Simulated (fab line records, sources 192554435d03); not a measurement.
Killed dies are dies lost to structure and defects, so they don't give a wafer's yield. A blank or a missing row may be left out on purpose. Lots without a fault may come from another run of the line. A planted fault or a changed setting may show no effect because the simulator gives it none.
fab line records | flow n5_finfet
record lots=5 wafers=15 last_day=18
route steps=1938 shown BEOL_M3@939
lots that met no fault: from a run of the same line without faults
start_h: hours from the record's first day to the start of the lot's first wafer shown | wait_h: hours since the lot's step before | " the same as in the row above | L1.1+2: a row that stands for several wafers | - no value, or no start given | * or withheld: withheld | < > ~ a bound
route shown NAME@n: a module of which the file shows steps, and the number in the route of the first | usual: mean/standard deviation of fault-free wafers | same: alike in all rows | chamber/n: place in a boat | sites: the reading at each site | _std_site: their standard deviation | _edge_site: outer sites' mean less inner sites' | radius_mm: how far each site lies from the wafer's centre | mask NAME#n: copy n | behind: the tool/chamber that last shaped the wafer | hold: why the lot was held/for how many hours/how that ended | device: the transistor (n, p or np) that didn't switch | end of line: the same wafers' tests at the end of the route | a step without rows: its recipe alone | killed: dies lost to structure and defects at the first sort, not the wafer's yield | map: a wafer's dies, x killed, . not, _ none there
set.NAME: the setting as run; set.NAME@STEP: as run at that earlier step | model.NAME: the simulator's own value behind a step, which no gauge read
lots at some steps of the route; a table a step, a row a wafer
services: from which hour (start_h, from the record's first day; less than 0 if before it) a tool's chamber was out of use, for how many hours, and why
## steps
# step N5_BEOL_M3_EBR_07
# recipe solvent=PGMEA ebr_width_mm=1.5
# columns lot.wafer tool chamber start_h wait_h
L080.3+4+5 litho_track-02 0 - -
L085.1+4+5 litho_track-02 0 - -
L086.1+5+6 litho_track-02 0 - -
L091.1+2+5 litho_track-01 0 - -
L092.1+2+3 litho_track-05 0 - -
# step N5_BEOL_M3_SOFTBAKE_06
# recipe temp_c=110 time_s=60 resist=CAR-EUV
# usual heater_power_total_W=175.4/1.7
# columns lot.wafer tool chamber start_h wait_h heater_power_total_W
L080.3 litho_track-02 0 - - 176.8
L080.4 " 0 " " 177.6
L080.5 " 0 " " 177.1
L085.1 litho_track-02 0 - - 175.9
L085.4 " 0 " " 177.0
L085.5 " 0 " " 177.5
L086.1 litho_track-02 0 - - 175.8
L086.5 " 0 " " 173.9
L086.6 " 0 " " 177.6
L091.1 litho_track-01 0 - - 173.8
L091.2 " 0 " " 174.6
L091.5 " 0 " " 177.4
L092.1 litho_track-05 0 - - 173.2
L092.2 " 0 " " 173.7
L092.3 " 0 " " 174.3
# step N5_BEOL_M3_EXPOSE_08
# recipe mask_id=M3 na=0.33 source_shape=dipole sigma_inner=0.369 sigma_outer=0.767 polarization=unpolarized dose_mj=33
# usual exposure_dose_mJ_cm2=32.91/0.04
# columns lot.wafer tool chamber start_h wait_h mask exposure_dose_mJ_cm2
L080.3 euv_scanner-01 0 195.20 - M3#0 32.94
L080.4 " 0 " " M3#0 32.88
L080.5 " 0 " " M3#0 32.93
L085.1 euv_scanner-01 0 213.01 - M3#0 32.94
L085.4 " 0 " " M3#0 32.94
L085.5 " 0 " " M3#0 32.92
L086.1 euv_scanner-01 0 241.64 - M3#0 32.97
L086.5 " 0 " " M3#0 32.96
L086.6 " 0 " " M3#0 32.96
L091.1 euv_scanner-02 0 252.67 - M3#0 32.91
L091.2 " 0 " " M3#0 32.87
L091.5 " 0 " " M3#0 32.86
L092.1 euv_scanner-02 0 262.60 - M3#0 32.89
L092.2 " 0 " " M3#0 32.88
L092.3 " 0 " " M3#0 32.80
# step N5_BEOL_M3_PEB_09
# recipe peb_temp_c=100 peb_time_s=60 resist=CAR-EUV
# usual heater_power_total_W=153.9/1
# columns lot.wafer tool chamber start_h wait_h heater_power_total_W
L080.3 litho_track-05 0 195.25 0.0 154.6
L080.4 " 0 " " 154.3
L080.5 " 0 " " 155.2
L085.1 litho_track-01 0 213.07 0.1 154.2
L085.4 " 0 " " 153.2
L085.5 " 0 " " 152.9
L086.1 litho_track-05 0 241.70 0.1 154.0
L086.5 " 0 " " 152.4
L086.6 " 0 " " 154.1
L091.1 litho_track-05 0 252.73 0.1 153.2
L091.2 " 0 " " 154.1
L091.5 " 0 " " 155.2
L092.1 litho_track-02 0 262.66 0.1 154.4
L092.2 " 0 " " 152.5
L092.3 " 0 " " 152.5
# step N5_BEOL_M3_DEVELOP_10
# recipe develop_time_s=30 developer=TMAH resist=CAR-EUV rinse_liquid=surfactant_rinse dry=air_spin dev_temp_c=23
# columns lot.wafer tool chamber start_h wait_h
L080.3+4+5 litho_track-05 0 - -
L085.1+4+5 litho_track-01 0 - -
L086.1+5+6 litho_track-05 0 - -
L091.1+2+5 litho_track-05 0 - -
L092.1+2+3 litho_track-02 0 - -
# step N5_BEOL_M3_CD_MEAS_11
# recipe target_cd_nm=17.05 landing_energy_ev=500 detector=se_inlens polarity=opening
# usual cd_nm=16.99/0.25
# same landing_energy_ev=500
# columns lot.wafer tool chamber start_h wait_h cd_nm
L080.3 cd_sem-02 0 195.32 - 17.05
L080.4 " 0 " " 17.01
L080.5 " 0 " " 17.58
L085.1 cd_sem-03 0 213.14 - 17.10
L085.4 " 0 " " 17.31
L085.5 " 0 " " 16.98
L086.1 cd_sem-01 0 241.77 - 17.06
L086.5 " 0 " " 16.62
L086.6 " 0 " " 17.15
L091.1 cd_sem-01 0 252.80 - 16.81
L091.2 " 0 " " 17.43
L091.5 " 0 " " 16.31
L092.1 cd_sem-02 0 262.72 - 16.76
L092.2 " 0 " " 16.62
L092.3 " 0 " " 17.03
# step N5_BEOL_M3_OVL_MEAS_12
# recipe points_per_wafer=522
# usual M3_OVL=0.0/0.63
# columns lot.wafer tool chamber start_h wait_h M3_OVL[nm]
L080.3 overlay-02 0 195.36 0.0 -0.3
L080.4 " 0 " " -0.5
L080.5 " 0 " " -0.3
L085.1 overlay-01 0 213.17 0.0 -0.7
L085.4 " 0 " " 1.1
L085.5 " 0 " " -0.8
L086.1 overlay-02 0 241.80 0.0 0.9
L086.5 " 0 " " 1.2
L086.6 " 0 " " 0.6
L091.1 overlay-01 0 252.83 0.0 0.0
L091.2 " 0 " " 0.1
L091.5 " 0 " " -0.5
L092.1 overlay-01 0 262.75 0.0 -1.4
L092.2 " 0 " " 0.2
L092.3 " 0 " " 0.2
# step N5_BEOL_M3_INSPECT_13
# recipe mode=adi inspect_instrument=brightfield
# usual raw_defect_count=389/76
# columns lot.wafer tool chamber start_h wait_h raw_defect_count
L080.3 defect_inspect-01 - 195.40 0.0 368
L080.4 " - " " 427
L080.5 " - " " 392
L085.1 defect_inspect-01 - 213.23 0.1 327
L085.4 " - " " 449
L085.5 " - " " 287
L086.1 defect_inspect-02 - 241.86 0.1 370
L086.5 " - " " 417
L086.6 " - " " 485
L091.1 defect_inspect-01 - 252.88 0.1 498
L091.2 " - " " 464
L091.5 " - " " 426
L092.1 defect_inspect-01 - 262.81 0.1 312
L092.2 " - " " 337
L092.3 " - " " 306
# step N5_BEOL_M3_DESCUM_16
# recipe chemistry=O2 time_s=7 source_power_w=50 bias_power_w=20 pressure_mtorr=20 rf_frequency_hz=2.712e+07 temp_c=40 resist=CAR-EUV o2_flow_sccm=225
# usual drypump_motor_current_A=5.7/0.35 oes_product_au=0.76/0.074 rf_vpp_V=243.2/1.4 showerhead_plenum_p_Torr=2.11/0.068 throttle_valve_pct=20.67/0.18
# columns lot.wafer tool chamber start_h wait_h drypump_motor_current_A oes_product_au rf_hours_counter_h rf_vpp_V showerhead_plenum_p_Torr throttle_valve_pct
L080.3 rie_diel-01 1 195.48 0.1 6.0 0.74 186 242.5 2.08 20.69
L080.4 " 2 " " 5.5 0.73 171 245.5 2.16 20.72
L080.5 " 3 " " 6.4 0.74 - 239.4 1.98 20.46
L085.1 rie_diel-03 0 213.27 0.0 5.4 0.73 190 241.4 2.10 20.61
L085.4 " 3 " " 5.5 0.72 207 241.5 2.09 20.95
L085.5 " 1 " " 5.9 0.93 - 245.4 2.22 20.50
L086.1 rie_diel-01 3 241.89 0.0 6.5 0.72 198 241.9 1.98 20.48
L086.5 " 1 " " 6.1 0.73 - 244.4 2.08 20.70
L086.6 " 0 " " 5.7 0.71 - 244.2 2.09 20.81
L091.1 rie_diel-02 2 254.66 1.8 5.6 0.70 214 242.5 2.05 20.63
L091.2 " 0 " " 5.8 0.84 72 241.4 2.05 20.11
L091.5 " 2 " " 5.6 0.70 - 243.7 2.05 20.63
L092.1 rie_diel-03 0 262.85 0.0 5.4 0.73 196 244.6 2.09 20.61
L092.2 " 2 " " 5.3 0.74 165 243.5 2.09 20.80
L092.3 " 3 " " 5.5 0.73 216 242.0 2.09 20.96
# step N5_BEOL_M3_ETCH_74
# recipe chemistry=N2/H2 target=underlayer target_depth_a=65 mask_material=CAR-EUV time_s=5.2 ion_energy_ev=200 pressure_mtorr=30 source_w=840 bias_w=150 n2_flow_sccm=200 h2_flow_sccm=200 ends=cleared
# usual drypump_motor_current_A=5.7/0.35 etch_rf_on_time_s=5.18/0.11 oes_product_au=0.65/0.066 rf_vpp_V=524.3/2.6 showerhead_plenum_p_Torr=2.56/0.08 throttle_valve_pct=18.11/0.16
# columns lot.wafer tool chamber start_h wait_h drypump_motor_current_A etch_rf_on_time_s oes_product_au rf_hours_counter_h rf_vpp_V showerhead_plenum_p_Torr throttle_valve_pct
L080.3 rie_diel-01 1 195.52 0.0 6.1 5.25 0.63 186 524.4 2.53 18.22
L080.4 " 2 " " 5.5 5.19 0.62 171 526.5 2.65 18.23
L080.5 " 3 " " 6.5 5.12 0.63 - 519.6 2.43 18.05
L085.1 rie_diel-03 0 213.30 0.0 5.4 5.19 0.63 190 523.7 2.54 18.14
L085.4 " 3 " " 5.5 5.31 0.62 207 521.9 2.51 18.24
L085.5 " 1 " " 5.9 5.02 0.80 - 526.3 2.71 18.00
L086.1 rie_diel-01 3 241.92 0.0 6.4 5.17 0.61 198 520.1 2.43 18.05
L086.5 " 1 " " 6.0 5.31 0.61 - 522.3 2.53 18.26
L086.6 " 0 " " 5.7 5.16 0.61 - 523.6 2.54 18.18
L091.1 rie_diel-02 2 254.69 0.0 5.6 5.11 0.60 214 524.3 2.51 18.19
L091.2 " 0 " " 5.8 5.30 0.71 72 523.1 2.48 17.54
L091.5 " 2 " " 5.6 5.14 0.60 - 523.7 2.51 18.22
L092.1 rie_diel-03 0 262.88 0.0 5.4 5.23 0.61 196 522.9 2.54 18.15
L092.2 " 2 " " 5.3 5.20 0.63 165 523.2 2.52 18.05
L092.3 " 3 " " 5.5 5.26 0.62 216 523.4 2.51 18.27
# step N5_BEOL_M3_ETCH_63
# recipe chemistry=CF4 target=SiARC target_depth_a=156 mask_material=CAR-EUV time_s=26 ion_energy_ev=80 pressure_mtorr=40 source_w=545 bias_w=36 Ar_flow_sccm=100 cf4_flow_sccm=100 ends=cleared
# usual drypump_motor_current_A=5.7/0.35 etch_rf_on_time_s=25.8/0.51 oes_product_au=0.65/0.064 rf_vpp_V=184.1/1.2 showerhead_plenum_p_Torr=2.15/0.063 throttle_valve_pct=15.83/0.18
# columns lot.wafer tool chamber start_h wait_h drypump_motor_current_A etch_rf_on_time_s oes_product_au rf_hours_counter_h rf_vpp_V showerhead_plenum_p_Torr throttle_valve_pct
L080.3 rie_diel-01 1 195.54 0.0 6.1 25.9 0.64 186 183.8 2.13 15.86
L080.4 " 2 " " 5.5 25.3 0.63 171 184.5 2.21 16.02
L080.5 " 3 " " 6.5 25.2 0.63 - 182.4 2.04 15.73
L085.1 rie_diel-03 0 213.32 0.0 5.4 25.9 0.63 190 184.0 2.13 15.72
L085.4 " 3 " " 5.5 26.2 0.63 207 183.1 2.13 16.02
L085.5 " 1 " " 5.9 25.2 0.80 - 185.7 2.26 15.55
L086.1 rie_diel-01 3 241.94 0.0 6.4 25.8 0.62 198 183.9 2.04 15.74
L086.5 " 1 " " 6.0 26.4 0.63 - 183.9 2.12 15.88
L086.6 " 0 " " 5.7 25.8 0.61 - 184.4 2.13 15.89
L091.1 rie_diel-02 2 254.71 0.0 5.6 25.1 0.62 214 183.7 2.13 16.02
L091.2 " 0 " " 5.8 26.4 0.70 72 183.0 2.10 15.31
L091.5 " 2 " " 5.6 25.1 0.61 - 182.9 2.13 16.02
L092.1 rie_diel-03 0 262.90 0.0 5.4 25.8 0.62 196 182.7 2.13 15.73
L092.2 " 2 " " 5.3 25.7 0.63 165 185.0 2.13 15.92
L092.3 " 3 " " 5.5 26.3 0.62 216 182.1 2.12 16.04
# step N5_BEOL_M3_ETCH_64
# recipe chemistry=N2/H2 target=SOC target_depth_a=750 overetch_a=150 mask_material=SiARC temp_c=40 time_s=112.5 ion_energy_ev=200 pressure_mtorr=30 source_w=840 bias_w=150 n2_flow_sccm=200 h2_flow_sccm=200
# usual drypump_motor_current_A=5.7/0.35 oes_product_au=0.60/0.054 rf_vpp_V=524.4/2.4 showerhead_plenum_p_Torr=2.56/0.08 throttle_valve_pct=18.07/0.16
# columns lot.wafer tool chamber start_h wait_h drypump_motor_current_A oes_product_au rf_hours_counter_h rf_vpp_V showerhead_plenum_p_Torr throttle_valve_pct
L080.3 rie_diel-01 1 195.56 0.0 6.0 0.59 186 523.9 2.53 18.18
L080.4 " 2 " " 5.5 0.58 171 526.5 2.65 18.19
L080.5 " 3 " " 6.5 0.58 - 521.1 2.43 18.02
L085.1 rie_diel-03 0 213.35 0.0 5.4 0.59 190 524.4 2.54 18.10
L085.4 " 3 " " 5.5 0.58 207 524.5 2.51 18.23
L085.5 " 1 " " 5.9 0.73 - 528.2 2.71 17.94
L086.1 rie_diel-01 3 241.97 0.0 6.4 0.57 198 521.3 2.43 18.04
L086.5 " 1 " " 6.1 0.58 - 524.1 2.53 18.20
L086.6 " 0 " " 5.8 0.56 - 522.7 2.54 18.16
L091.1 rie_diel-02 2 254.74 0.0 5.7 0.56 214 524.3 2.51 18.16
L091.2 " 0 " " 5.8 0.66 72 522.1 2.48 17.52
L091.5 " 2 " " 5.7 0.56 - 524.8 2.51 18.16
L092.1 rie_diel-03 0 262.93 0.0 5.4 0.58 196 523.7 2.54 18.12
L092.2 " 2 " " 5.4 0.58 165 523.8 2.52 18.01
L092.3 " 3 " " 5.4 0.57 216 523.4 2.50 18.23
# step N5_BEOL_M3_STRIP_65
# recipe chemistry=N2/H2 temp_c=40 n2_flow_sccm=200 h2_flow_sccm=200 rf_frequency_hz=6e+07
# columns lot.wafer tool chamber start_h wait_h
L080.3+4+5 rie_diel-01 1,2,3 195.67 0.1
L085.1+4+5 rie_diel-03 0,3,1 213.45 0.1
L086.1+5+6 rie_diel-01 3,1,0 242.08 0.1
L091.1+2+5 rie_diel-02 2,0,2 254.85 0.1
L092.1+2+3 rie_diel-03 0,2,3 263.03 0.1
# step N5_BEOL_M3_STRIP_75
# recipe chemistry=N2/H2 temp_c=40 n2_flow_sccm=200 h2_flow_sccm=200 rf_frequency_hz=6e+07
# columns lot.wafer tool chamber start_h wait_h
L080.3+4+5 rie_diel-01 1,2,3 195.68 0.0
L085.1+4+5 rie_diel-03 0,3,1 213.46 0.0
L086.1+5+6 rie_diel-01 3,1,0 242.09 0.0
L091.1+2+5 rie_diel-02 2,0,2 254.86 0.0
L092.1+2+3 rie_diel-03 0,2,3 263.04 0.0
# step N5_BEOL_M3_STRIP_66
# recipe chemistry=CF4 resist=SiARC power_w=300 bias_power_w=75 pressure_mtorr=50 cf4_flow_sccm=150 rf_frequency_hz=6e+07
# usual drypump_motor_current_A=5.7/0.35 oes_product_au=0.75/0.07 rf_vpp_V=271.4/1.4 showerhead_plenum_p_Torr=1.80/0.052 throttle_valve_pct=13.81/0.2
# columns lot.wafer tool chamber start_h wait_h drypump_motor_current_A oes_product_au rf_hours_counter_h rf_vpp_V showerhead_plenum_p_Torr throttle_valve_pct
L080.3 rie_diel-01 1 195.69 0.0 6.0 0.73 186 270.8 1.77 13.81
L080.4 " 2 " " 5.5 0.73 171 273.5 1.86 14.05
L080.5 " 3 " " 6.4 0.71 - 270.1 1.72 13.74
L085.1 rie_diel-03 0 213.47 0.0 5.4 0.72 190 269.8 1.78 13.70
L085.4 " 3 " " 5.5 0.73 207 270.3 1.78 13.98
L085.5 " 1 " " 6.0 0.90 - 273.5 1.89 13.49
L086.1 rie_diel-01 3 242.10 0.0 6.5 0.71 198 269.9 1.72 13.76
L086.5 " 1 " " 6.0 0.72 - 272.8 1.77 13.83
L086.6 " 0 " " 5.7 0.70 - 270.8 1.78 13.88
L091.1 rie_diel-02 2 254.87 0.0 5.6 0.69 214 269.2 1.79 14.00
L091.2 " 0 " " 5.8 0.81 72 271.5 1.76 13.32
L091.5 " 2 " " 5.6 0.70 - 272.3 1.79 14.01
L092.1 rie_diel-03 0 263.05 0.0 5.4 0.72 196 270.6 1.78 13.69
L092.2 " 2 " " 5.3 0.73 165 270.9 1.79 13.93
L092.3 " 3 " " 5.5 0.72 217 271.0 1.78 14.02
# step N5_BEOL_M3_HM_OPEN_17
# recipe chemistry=Cl2/BCl3 target_depth_a=200 overetch_a=60 target=TiN mask_material=SOC ion_energy_ev=150 pressure_mtorr=10 icp_w=1000 bias_w=126 Cl2_flow_sccm=53.25 bcl3_flow_sccm=21.75 Ar_flow_sccm=25
# usual bcl3_flow_sccm=21.76/0.065 drypump_motor_current_A=5.7/0.5 oes_ar_750_au=0.78/0.12 oes_product_au=0.66/0.1 throttle_valve_pct=22.10/0.24
# columns lot.wafer tool chamber start_h wait_h bcl3_flow_sccm drypump_motor_current_A oes_ar_750_au oes_product_au rf_hours_counter_h throttle_valve_pct
L080.3 rie_metal-01 1 195.76 0.1 21.70 4.9 0.64 0.53 - 22.41
L080.4 " 0 " " 21.82 6.1 0.64 0.53 - 22.30
L080.5 " 0 " " 21.83 6.1 0.64 0.53 - 22.30
L085.1 rie_metal-01 0 213.51 0.0 21.78 6.1 0.64 0.52 117 22.27
L085.4 " 1 " " 21.69 4.9 0.64 0.53 - 22.40
L085.5 " 1 " " 21.75 4.9 0.64 0.52 - 22.41
L086.1 rie_metal-01 1 242.14 0.0 21.66 5.0 0.64 0.53 119 22.39
L086.5 " 0 " " 21.61 6.1 0.64 0.52 - 22.29
L086.6 " 1 " " 21.71 4.9 0.64 0.53 - 22.42
L091.1 rie_metal-03 0 254.91 0.0 21.76 6.4 0.78 0.71 29 22.21
L091.2 " 1 " " 21.72 5.5 0.88 0.73 19 21.91
L091.5 " 0 " " 21.66 6.4 0.77 0.70 - 22.21
L092.1 rie_metal-03 1 263.09 0.0 21.76 5.5 0.87 0.73 20 21.92
L092.2 " 0 " " 21.84 6.4 0.77 0.70 30 22.24
L092.3 " 1 " " 21.73 5.5 0.87 0.74 - 21.90
# step N5_BEOL_M3_STRIP_19
# recipe chemistry=O2 power_w=400 temp_c=40 pressure_mtorr=30 rf_frequency_hz=6e+07 bias_power_w=0 overash_fraction=0.2 o2_flow_sccm=225
# usual drypump_motor_current_A=5.7/0.35 oes_product_au=0.76/0.072 rf_vpp_V=3.6/0.48 showerhead_plenum_p_Torr=2.11/0.071 throttle_valve_pct=16.89/0.2
# columns lot.wafer tool chamber start_h wait_h drypump_motor_current_A oes_product_au rf_hours_counter_h rf_vpp_V showerhead_plenum_p_Torr throttle_valve_pct
L080.3 rie_diel-01 2 195.84 0.1 5.5 0.73 171 3.7 2.17 17.03
L080.4 " 0 " " 5.7 0.72 191 3.7 2.10 17.00
L080.5 " 0 " " 5.7 0.71 - 3.9 2.10 17.01
L085.1 rie_diel-03 3 213.63 0.1 5.5 0.74 207 3.0 2.10 17.16
L085.4 " 1 " " 5.9 0.93 10 3.2 2.23 16.66
L085.5 " 0 " " 5.4 0.74 - 3.8 2.10 16.87
L086.1 rie_diel-01 3 242.41 0.2 6.4 0.71 198 2.7 1.98 16.76
L086.5 " 3 " " 6.5 0.72 - 3.9 1.98 16.75
L086.6 " 2 " " 5.5 0.72 - 3.2 2.16 17.06
L091.1 rie_diel-01 0 255.11 0.2 5.7 0.70 209 3.3 2.10 17.04
L091.2 " 1 " " 6.0 0.72 204 4.1 2.08 16.97
L091.5 " 3 " " 6.4 0.72 - 3.6 1.98 16.75
L092.1 rie_diel-01 0 263.20 0.1 5.8 0.69 211 3.9 2.10 17.03
L092.2 " 1 " " 6.0 0.72 206 3.3 2.08 16.98
L092.3 " 2 " " 5.5 0.72 190 3.3 2.16 17.08
# step N5_BEOL_M3_CD_MEAS_18
# recipe pitch_nm=36 target_cd_nm=18
# usual cd_nm=18.0/0.36
# columns lot.wafer tool chamber start_h wait_h cd_nm
L080.3 cd_sem-03 - 195.92 0.1 18.2
L080.4 " - " " 18.3
L080.5 " - " " 18.7
L085.1 cd_sem-03 - 213.69 0.0 17.7
L085.4 " - " " 17.6
L085.5 " - " " 18.2
L086.1 cd_sem-03 - 242.49 0.1 18.1
L086.5 " - " " 18.0
L086.6 " - " " 18.0
L091.1 cd_sem-01 - 255.18 0.0 18.5
L091.2 " - " " 18.0
L091.5 " - " " 17.8
L092.1 cd_sem-01 - 263.27 0.0 17.5
L092.2 " - " " 18.8
L092.3 " - " " 17.8
# step N5_BEOL_M3_COAT_67
# recipe resist=SOC temp_c=250 time_s=60 spin_rpm=1500 resist_thk_nm=60
# usual heater_power_total_W=500.7/1.8
# columns lot.wafer tool chamber start_h wait_h heater_power_total_W
L080.3 litho_track-05 0 195.95 0.0 499.3
L080.4 " 0 " " 499.3
L080.5 " 0 " " 502.6
L085.1 litho_track-02 0 213.73 0.0 499.9
L085.4 " 0 " " 503.1
L085.5 " 0 " " 500.9
L086.1 litho_track-05 0 242.52 0.0 503.3
L086.5 " 0 " " 502.2
L086.6 " 0 " " 497.9
L091.1 litho_track-01 0 255.22 0.0 500.6
L091.2 " 0 " " 500.8
L091.5 " 0 " " 497.7
L092.1 litho_track-05 0 263.31 0.0 499.0
L092.2 " 0 " " 502.2
L092.3 " 0 " " 503.0
# step N5_BEOL_M3_COAT_68
# recipe resist=SiARC temp_c=220 time_s=60 spin_rpm=1500 resist_thk_nm=12
# usual heater_power_total_W=427.7/2.2
# columns lot.wafer tool chamber start_h wait_h heater_power_total_W
L080.3 litho_track-05 0 - - 424.4
L080.4 " 0 " " 424.0
L080.5 " 0 " " 431.0
L085.1 litho_track-02 0 - - 427.8
L085.4 " 0 " " 430.4
L085.5 " 0 " " 426.7
L086.1 litho_track-05 0 - - 430.2
L086.5 " 0 " " 427.0
L086.6 " 0 " " 430.6
L091.1 litho_track-01 0 - - 426.5
L091.2 " 0 " " 426.6
L091.5 " 0 " " 430.6
L092.1 litho_track-05 0 - - 425.8
L092.2 " 0 " " 426.2
L092.3 " 0 " " 429.0
# step N5_BEOL_M3_COAT_76
# recipe resist=underlayer temp_c=205 time_s=60 spin_rpm=1500 resist_thk_nm=5
# usual heater_power_total_W=391.7/1.4
# columns lot.wafer tool chamber start_h wait_h heater_power_total_W
L080.3 litho_track-05 0 - - 392.8
L080.4 " 0 " " 389.6
L080.5 " 0 " " 390.0
L085.1 litho_track-02 0 - - 392.2
L085.4 " 0 " " 392.4
L085.5 " 0 " " 393.6
L086.1 litho_track-05 0 - - 393.3
L086.5 " 0 " " 392.6
L086.6 " 0 " " 393.8
L091.1 litho_track-01 0 - - 393.4
L091.2 " 0 " " 392.9
L091.5 " 0 " " 393.7
L092.1 litho_track-05 0 - - 393.6
L092.2 " 0 " " 392.8
L092.3 " 0 " " 389.5
# step N5_BEOL_M3_COAT_22
# recipe resist=CAR-EUV spin_rpm=1500 resist_thk_nm=30
# columns lot.wafer tool chamber start_h wait_h
L080.3+4+5 litho_track-05 0 - -
L085.1+4+5 litho_track-02 0 - -
L086.1+5+6 litho_track-05 0 - -
L091.1+2+5 litho_track-01 0 - -
L092.1+2+3 litho_track-05 0 - -
# step N5_BEOL_M3_EBR_24
# recipe solvent=PGMEA ebr_width_mm=1.5
# columns lot.wafer tool chamber start_h wait_h
L080.3+4+5 litho_track-05 0 - -
L085.1+4+5 litho_track-02 0 - -
L086.1+5+6 litho_track-05 0 - -
L091.1+2+5 litho_track-01 0 - -
L092.1+2+3 litho_track-05 0 - -
# step N5_BEOL_M3_SOFTBAKE_23
# recipe temp_c=110 time_s=60 resist=CAR-EUV
# usual heater_power_total_W=175.4/1.6
# columns lot.wafer tool chamber start_h wait_h heater_power_total_W
L080.3 litho_track-05 0 - - 175.2
L080.4 " 0 " " 175.6
L080.5 " 0 " " 177.4
L085.1 litho_track-02 0 - - 173.1
L085.4 " 0 " " 173.1
L085.5 " 0 " " 176.6
L086.1 litho_track-05 0 - - 173.3
L086.5 " 0 " " 176.2
L086.6 " 0 " " 173.0
L091.1 litho_track-01 0 - - 177.4
L091.2 " 0 " " 173.0
L091.5 " 0 " " 176.6
L092.1 litho_track-05 0 - - 175.4
L092.2 " 0 " " 175.7
L092.3 " 0 " " 174.3
# step N5_BEOL_M3_EXPOSE_25
# recipe mask_id=V2 na=0.33 source_shape=quasar sigma_inner=0.2 sigma_outer=0.8 polarization=unpolarized defocus_nm=5 dose_mj=63
# usual exposure_dose_mJ_cm2=62.82/0.073
# columns lot.wafer tool chamber start_h wait_h mask exposure_dose_mJ_cm2
L080.3 euv_scanner-01 0 196.23 - V2#0 62.85
L080.4 " 0 " " V2#0 62.82
L080.5 " 0 " " V2#0 62.85
L085.1 euv_scanner-01 0 213.99 - V2#0 62.82
L085.4 " 0 " " V2#0 62.78
L085.5 " 0 " " V2#0 62.76
L086.1 euv_scanner-02 0 242.79 - V2#0 62.72
L086.5 " 0 " " V2#0 62.79
L086.6 " 0 " " V2#0 62.89
L091.1 euv_scanner-01 0 255.36 - V2#0 62.82
L091.2 " 0 " " V2#0 62.83
L091.5 " 0 " " V2#0 62.77
L092.1 euv_scanner-02 0 263.45 - V2#0 62.78
L092.2 " 0 " " V2#0 62.77
L092.3 " 0 " " V2#0 62.71
# step N5_BEOL_M3_PEB_26
# recipe peb_temp_c=100 peb_time_s=60 resist=CAR-EUV
# usual heater_power_total_W=154.0/1
# columns lot.wafer tool chamber start_h wait_h heater_power_total_W
L080.3 litho_track-01 0 196.29 0.1 155.4
L080.4 " 0 " " 155.3
L080.5 " 0 " " 155.3
L085.1 litho_track-05 0 214.07 0.1 153.0
L085.4 " 0 " " 154.8
L085.5 " 0 " " 155.3
L086.1 litho_track-02 0 242.86 0.1 155.6
L086.5 " 0 " " 152.9
L086.6 " 0 " " 152.6
L091.1 litho_track-01 0 255.43 0.1 155.7
L091.2 " 0 " " 155.0
L091.5 " 0 " " 154.7
L092.1 litho_track-02 0 263.53 0.1 154.6
L092.2 " 0 " " 153.9
L092.3 " 0 " " 155.4
# step N5_BEOL_M3_DEVELOP_27
# recipe develop_time_s=30 developer=TMAH resist=CAR-EUV rinse_liquid=surfactant_rinse dry=air_spin dev_temp_c=23
# columns lot.wafer tool chamber start_h wait_h
L080.3+4+5 litho_track-01 0 - -
L085.1+4+5 litho_track-05 0 - -
L086.1+5+6 litho_track-02 0 - -
L091.1+2+5 litho_track-01 0 - -
L092.1+2+3 litho_track-02 0 - -
# step N5_BEOL_M3_CD_MEAS_28
# recipe target_cd_nm=25.7 landing_energy_ev=500 detector=se_inlens target_cd_y_nm=23.3 polarity=opening
# usual cd_nm=25.63/0.22
# same landing_energy_ev=500
# columns lot.wafer tool chamber start_h wait_h cd_nm
L080.3 cd_sem-03 0 196.36 - 25.90
L080.4 " 0 " " 25.48
L080.5 " 0 " " 25.70
L085.1 cd_sem-02 0 214.14 - 25.34
L085.4 " 0 " " 25.66
L085.5 " 0 " " 25.65
L086.1 cd_sem-03 0 242.93 - 25.61
L086.5 " 0 " " 25.89
L086.6 " 0 " " 25.40
L091.1 cd_sem-02 0 255.50 - 25.72
L091.2 " 0 " " 25.70
L091.5 " 0 " " 25.52
L092.1 cd_sem-01 0 263.59 - 25.76
L092.2 " 0 " " 25.73
L092.3 " 0 " " 25.53
# step N5_BEOL_M3_OVL_MEAS_29
# recipe points_per_wafer=522
# usual V2_OVL=0.1/0.67
# columns lot.wafer tool chamber start_h wait_h V2_OVL[nm]
L080.3 overlay-01 0 196.40 0.0 -0.3
L080.4 " 0 " " 0.4
L080.5 " 0 " " 0.0
L085.1 overlay-02 0 214.17 0.0 0.8
L085.4 " 0 " " -0.3
L085.5 " 0 " " 0.6
L086.1 overlay-02 0 242.96 0.0 -0.9
L086.5 " 0 " " -0.4
L086.6 " 0 " " -0.2
L091.1 overlay-01 0 255.53 0.0 -0.2
L091.2 " 0 " " -0.1
L091.5 " 0 " " -0.5
L092.1 overlay-01 0 263.62 0.0 -0.7
L092.2 " 0 " " -0.1
L092.3 " 0 " " -0.9
# step N5_BEOL_M3_INSPECT_30
# recipe mode=adi inspect_instrument=brightfield
# usual raw_defect_count=390/78
# columns lot.wafer tool chamber start_h wait_h raw_defect_count
L080.3 defect_inspect-02 - 196.45 0.0 341
L080.4 " - " " 409
L080.5 " - " " 357
L085.1 defect_inspect-02 - 214.23 0.1 334
L085.4 " - " " 460
L085.5 " - " " 263
L086.1 defect_inspect-01 - 243.02 0.1 408
L086.5 " - " " 414
L086.6 " - " " 484
L091.1 defect_inspect-02 - 255.59 0.1 486
L091.2 " - " " 448
L091.5 " - " " 408
L092.1 defect_inspect-02 - 263.68 0.1 301
L092.2 " - " " 331
L092.3 " - " " 300
## services
# columns tool chamber start_h hours kind
euv_scanner-01 - 172.58 1.0 pm
euv_scanner-02 - 173.62 2.0 repair
euv_scanner-02 - 179.08 4.6 pm
euv_scanner-02 - 202.62 1.0 pm
euv_scanner-01 - 228.73 1.0 pm
rie_metal-01 - 238.53 0.7 repair
rie_diel-03 - 238.74 15.6 pm
rie_diel-02 - 241.28 5.4 repair
euv_scanner-02 0 242.20 - calibration
rie_metal-01 0 257.63 - clean
rie_metal-01 0 257.63 19.7 scheduled_down
rie_metal-01 0 257.63 19.7 vent_cycle
euv_scanner-02 - 258.76 1.0 pm
rie_diel-03 0 260.05 1.3 repair
## key
fault none
